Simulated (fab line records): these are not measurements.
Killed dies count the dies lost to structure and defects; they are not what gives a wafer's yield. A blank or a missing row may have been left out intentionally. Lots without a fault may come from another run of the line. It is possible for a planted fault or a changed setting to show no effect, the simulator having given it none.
Split-lot study / flow n5_finfet / on a route of 1938 steps: 7 lots, 39 wafers read

## ABOUT THE SPLIT
At N5_BEOL_M0_TRENCH_ETCH_107 (etches SiOC in C4F6/O2, target depth 32.8 nm, time 16.4 s), the setting target_depth_a was moved away from the recipe's 328 angstrom on 15 of the 39 wafers read, by -42.2% to +49.2%. This setting was run at the recipe's value on the other wafers.

## FROM SPLIT TO READING: 1 step shown by the file between the two
- N5_BEOL_M0_STRIP_142: strips in N2/H2, time 10 s

## THE READING
trench_depth_nm, in nm, at N5_BEOL_M0_OCD_MEAS_108. A value of 32.7 nm with a standard deviation of 0.62 nm is what fault-free wafers of this fab line usually give.

wafer=L074.2; tool, chamber at the split=rie_diel-05, 3; target_depth_a as run, angstrom=328; against the recipe=recipe; trench_depth_nm, nm=32.2; against lot-mates on the recipe=-
wafer=L074.4; tool, chamber at the split=rie_diel-05, 1; target_depth_a as run, angstrom=328; against the recipe=recipe; trench_depth_nm, nm=33.0; against lot-mates on the recipe=-
wafer=L074.6; tool, chamber at the split=rie_diel-05, 0; target_depth_a as run, angstrom=328; against the recipe=recipe; trench_depth_nm, nm=33.1; against lot-mates on the recipe=-
wafer=L076.1; tool, chamber at the split=rie_diel-05, 1; target_depth_a as run, angstrom=328; against the recipe=recipe; trench_depth_nm, nm=33.3; against lot-mates on the recipe=-
wafer=L076.2; tool, chamber at the split=rie_diel-05, 3; target_depth_a as run, angstrom=328; against the recipe=recipe; trench_depth_nm, nm=32.6; against lot-mates on the recipe=-
wafer=L076.3; tool, chamber at the split=rie_diel-05, 0; target_depth_a as run, angstrom=380.7; against the recipe=+16.1%; trench_depth_nm, nm=39.4; against lot-mates on the recipe=+6.6
wafer=L076.4; tool, chamber at the split=rie_diel-05, 2; target_depth_a as run, angstrom=328; against the recipe=recipe; trench_depth_nm, nm=32.5; against lot-mates on the recipe=-
wafer=L076.5; tool, chamber at the split=rie_diel-05, 0; target_depth_a as run, angstrom=380.7; against the recipe=+16.1%; trench_depth_nm, nm=39.6; against lot-mates on the recipe=+6.8
wafer=L076.6; tool, chamber at the split=rie_diel-05, 3; target_depth_a as run, angstrom=380.7; against the recipe=+16.1%; trench_depth_nm, nm=37.4; against lot-mates on the recipe=+4.6
wafer=L086.1; tool, chamber at the split=rie_diel-02, 2; target_depth_a as run, angstrom=328; against the recipe=recipe; trench_depth_nm, nm=32.2; against lot-mates on the recipe=-
wafer=L086.2; tool, chamber at the split=rie_diel-02, 1; target_depth_a as run, angstrom=189.5; against the recipe=-42.2%; trench_depth_nm, nm=19.2; against lot-mates on the recipe=-13.4
wafer=L086.3; tool, chamber at the split=rie_diel-02, 0; target_depth_a as run, angstrom=328; against the recipe=recipe; trench_depth_nm, nm=33.2; against lot-mates on the recipe=-
wafer=L086.4; tool, chamber at the split=rie_diel-02, 3; target_depth_a as run, angstrom=189.5; against the recipe=-42.2%; trench_depth_nm, nm=18.7; against lot-mates on the recipe=-13.9
wafer=L086.5; tool, chamber at the split=rie_diel-02, 3; target_depth_a as run, angstrom=189.5; against the recipe=-42.2%; trench_depth_nm, nm=19.0; against lot-mates on the recipe=-13.6
wafer=L086.6; tool, chamber at the split=rie_diel-02, 2; target_depth_a as run, angstrom=328; against the recipe=recipe; trench_depth_nm, nm=32.5; against lot-mates on the recipe=-
wafer=L085.1; tool, chamber at the split=rie_diel-02, 0; target_depth_a as run, angstrom=489.5; against the recipe=+49.2%; trench_depth_nm, nm=49.6; against lot-mates on the recipe=+17.4
wafer=L085.2; tool, chamber at the split=rie_diel-02, 1; target_depth_a as run, angstrom=489.5; against the recipe=+49.2%; trench_depth_nm, nm=49.5; against lot-mates on the recipe=+17.3
wafer=L085.3; tool, chamber at the split=rie_diel-02, 2; target_depth_a as run, angstrom=328; against the recipe=recipe; trench_depth_nm, nm=31.8; against lot-mates on the recipe=-
wafer=L085.4; tool, chamber at the split=rie_diel-02, 3; target_depth_a as run, angstrom=328; against the recipe=recipe; trench_depth_nm, nm=32.9; against lot-mates on the recipe=-
wafer=L085.5; tool, chamber at the split=rie_diel-02, 2; target_depth_a as run, angstrom=328; against the recipe=recipe; trench_depth_nm, nm=31.9; against lot-mates on the recipe=-
wafer=L085.6; tool, chamber at the split=rie_diel-02, 1; target_depth_a as run, angstrom=489.5; against the recipe=+49.2%; trench_depth_nm, nm=48.2; against lot-mates on the recipe=+16.0
wafer=L087.1; tool, chamber at the split=rie_diel-02, 0; target_depth_a as run, angstrom=328; against the recipe=recipe; trench_depth_nm, nm=33.3; against lot-mates on the recipe=-
wafer=L087.2; tool, chamber at the split=rie_diel-02, 3; target_depth_a as run, angstrom=328; against the recipe=recipe; trench_depth_nm, nm=32.5; against lot-mates on the recipe=-
wafer=L087.3; tool, chamber at the split=rie_diel-02, 1; target_depth_a as run, angstrom=328; against the recipe=recipe; trench_depth_nm, nm=32.4; against lot-mates on the recipe=-
wafer=L087.4; tool, chamber at the split=rie_diel-02, 2; target_depth_a as run, angstrom=328; against the recipe=recipe; trench_depth_nm, nm=31.7; against lot-mates on the recipe=-
wafer=L087.5; tool, chamber at the split=rie_diel-02, 2; target_depth_a as run, angstrom=328; against the recipe=recipe; trench_depth_nm, nm=32.0; against lot-mates on the recipe=-
wafer=L087.6; tool, chamber at the split=rie_diel-02, 1; target_depth_a as run, angstrom=328; against the recipe=recipe; trench_depth_nm, nm=31.7; against lot-mates on the recipe=-
wafer=L094.1; tool, chamber at the split=rie_diel-02, 0; target_depth_a as run, angstrom=229.8; against the recipe=-29.9%; trench_depth_nm, nm=23.4; against lot-mates on the recipe=-9.2
wafer=L094.2; tool, chamber at the split=rie_diel-02, 1,3; target_depth_a as run, angstrom=229.8; against the recipe=-29.9%; trench_depth_nm, nm=22.9; against lot-mates on the recipe=-9.7
wafer=L094.3; tool, chamber at the split=rie_diel-02, 1,3; target_depth_a as run, angstrom=229.8; against the recipe=-29.9%; trench_depth_nm, nm=22.2; against lot-mates on the recipe=-10.4
wafer=L094.4; tool, chamber at the split=rie_diel-02, 0; target_depth_a as run, angstrom=328; against the recipe=recipe; trench_depth_nm, nm=32.8; against lot-mates on the recipe=-
wafer=L094.5; tool, chamber at the split=rie_diel-02, 1; target_depth_a as run, angstrom=328; against the recipe=recipe; trench_depth_nm, nm=32.3; against lot-mates on the recipe=-
wafer=L094.6; tool, chamber at the split=rie_diel-02, 3; target_depth_a as run, angstrom=328; against the recipe=recipe; trench_depth_nm, nm=32.8; against lot-mates on the recipe=-
wafer=L095.1; tool, chamber at the split=rie_diel-05, 0; target_depth_a as run, angstrom=487.9; against the recipe=+48.7%; trench_depth_nm, nm=50.4; against lot-mates on the recipe=+18.2
wafer=L095.2; tool, chamber at the split=rie_diel-05, 1; target_depth_a as run, angstrom=328; against the recipe=recipe; trench_depth_nm, nm=32.3; against lot-mates on the recipe=-
wafer=L095.3; tool, chamber at the split=rie_diel-05, 3; target_depth_a as run, angstrom=328; against the recipe=recipe; trench_depth_nm, nm=32.3; against lot-mates on the recipe=-
wafer=L095.4; tool, chamber at the split=rie_diel-05, 2; target_depth_a as run, angstrom=487.9; against the recipe=+48.7%; trench_depth_nm, nm=48.7; against lot-mates on the recipe=+16.5
wafer=L095.5; tool, chamber at the split=rie_diel-05, 0; target_depth_a as run, angstrom=487.9; against the recipe=+48.7%; trench_depth_nm, nm=50.5; against lot-mates on the recipe=+18.3
wafer=L095.6; tool, chamber at the split=rie_diel-05, 3; target_depth_a as run, angstrom=328; against the recipe=recipe; trench_depth_nm, nm=31.9; against lot-mates on the recipe=-
If several chambers appear in one row, that row covers several wafers at once and the file leaves open which wafer was in which chamber.

FIT RESULTS
A straight line over all 39 wafers: trench_depth_nm changes by +0.338 nm for each +1% of target_depth_a; r = +1.00; the points scatter about the line by 0.7 nm.
The same after taking each lot's own level away (the mean of its wafers on the recipe; 39 wafers): +0.343 nm for each +1%; r = +1.00; scatter 0.65 nm.
Per that fit: largest target_depth_a move, reading shift of 17 nm.
The span of the lots' own levels, 32.17 to 32.80 nm, comes to 1.0 times the standard deviation stated above.
So the lot-to-lot level changes the slope little: the two slopes agree.
Check: with one of the wafers moved furthest among these (+49.2%) left out of the fit, the line predicts +17.1 nm for it against its lot-mates. It came out at +17.4 nm against them.

## THE OTHER SPLITS THESE WAFERS WENT THROUGH
These wafers also went through other splits before the reading. Each is held against what the fit with the lots' levels taken away leaves over:
other split on the same wafers=N5_DUMMY_GATE_CVD_03 time_s; wafers away from the commonest value=24; r with trench_depth_nm (lot level and that fit taken away)=+0.20
other split on the same wafers=N5_HKMG_FIN_DEVELOP_48 develop_time_s; wafers away from the commonest value=12; r with trench_depth_nm (lot level and that fit taken away)=+0.16
other split on the same wafers=N5_GATE_CUT_HM_DEP_46 time_s; wafers away from the commonest value=9; r with trench_depth_nm (lot level and that fit taken away)=-0.32

## THE WHOLE CHAIN: every reading that the file lists as answering this split, in the file's order
step=N5_BEOL_M0_TRENCH_ETCH_107; what it does=etches SiOC in C4F6/O2, target depth 32.8 nm, time 16.4 s; reading=BEOL_M0.feature_depth_nm (the simulator's own value, which no gauge read); change (the file's fit)=+0.339 nm for each +1% of the setting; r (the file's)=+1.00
step=N5_BEOL_M0_TRENCH_ETCH_107; what it does=etches SiOC in C4F6/O2, target depth 32.8 nm, time 16.4 s; reading=TiN_of_BEOL_M0_SAQP_HM_DEP_02.thk_nm (the simulator's own value, which no gauge read); change (the file's fit)=-0.0126 nm for each +1% of the setting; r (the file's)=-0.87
step=N5_BEOL_M0_OCD_MEAS_108; what it does=; reading=trench_depth_nm; change (the file's fit)=+0.344 nm for each +1% of the setting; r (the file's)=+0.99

## THE FILE'S OWN FIT
trench_depth_nm changes by +0.344 nm for each +1% of target_depth_a, r = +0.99.
